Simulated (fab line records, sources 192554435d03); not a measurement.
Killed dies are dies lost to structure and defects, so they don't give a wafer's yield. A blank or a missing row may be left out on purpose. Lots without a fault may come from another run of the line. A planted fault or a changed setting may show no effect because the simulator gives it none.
Chamber matching | flow n5_finfet | N5_FIN_SAQP_MANDREL2_REMOVE_60 on rie_si-01: 4 sister chambers
The step chemistry HBr/Cl2/O2, target a-Si, stops on SiNx, bt time 10 s. 7 wafers are shown with their chamber, then 8 later ones without.

WAFERS WITH THEIR CHAMBER
wafer  | chamber | throttle_valve_pct (%) | drypump_motor_current_A (A)
L076.2 | 3       | 36.59                  | 5.7
L084.4 | 1       | 36.93                  | 5.6
L084.5 | 0       | 36.99                  | 6.3
L085.1 | 1       | 36.94                  | 5.6
L085.3 | 2       | 36.54                  | 5.8
L085.5 | 0       | 36.97                  | 6.3
L089.1 | 3       | 36.57                  | 5.6

WAFERS WITHOUT THEIR CHAMBER
wafer  | throttle_valve_pct (%) | drypump_motor_current_A (A)
L089.5 | 36.92                  | 5.6
L089.6 | 36.56                  | 5.8
L091.2 | 36.53                  | 5.8
L091.5 | 36.56                  | 5.8
L091.6 | 36.59                  | 5.6
L095.3 | 36.94                  | 5.6
L095.4 | 36.54                  | 5.8
L095.6 | 36.55                  | 5.8

WHICH CHAMBER EACH WENT THROUGH
wafer  | from the rows above | in truth
L089.5 | 1                   | 1
L089.6 | 2                   | 2
L091.2 | 2                   | 2
L091.5 | 2                   | 2
L091.6 | 3                   | 3
L095.3 | 1                   | 1
L095.4 | 2                   | 2
L095.6 | 2                   | 2
Placed correctly: 8 of 8. Can't be placed from these rows: 0. Placed wrongly: 0.
How it was worked out, from the rows above alone: a wafer's distance from a chamber is the root of the sum, over the readings, of the square of ((its reading less the chamber's mean) divided by the reading's scatter). The wafer belongs to the nearest chamber; if the next one is less than 2 further off, it can't be placed. A chamber's mean is the mean of its shown wafers. The scatter: the root of (the sum of the squares of (reading less its chamber's mean) over the shown wafers, divided by (wafers less chambers)).
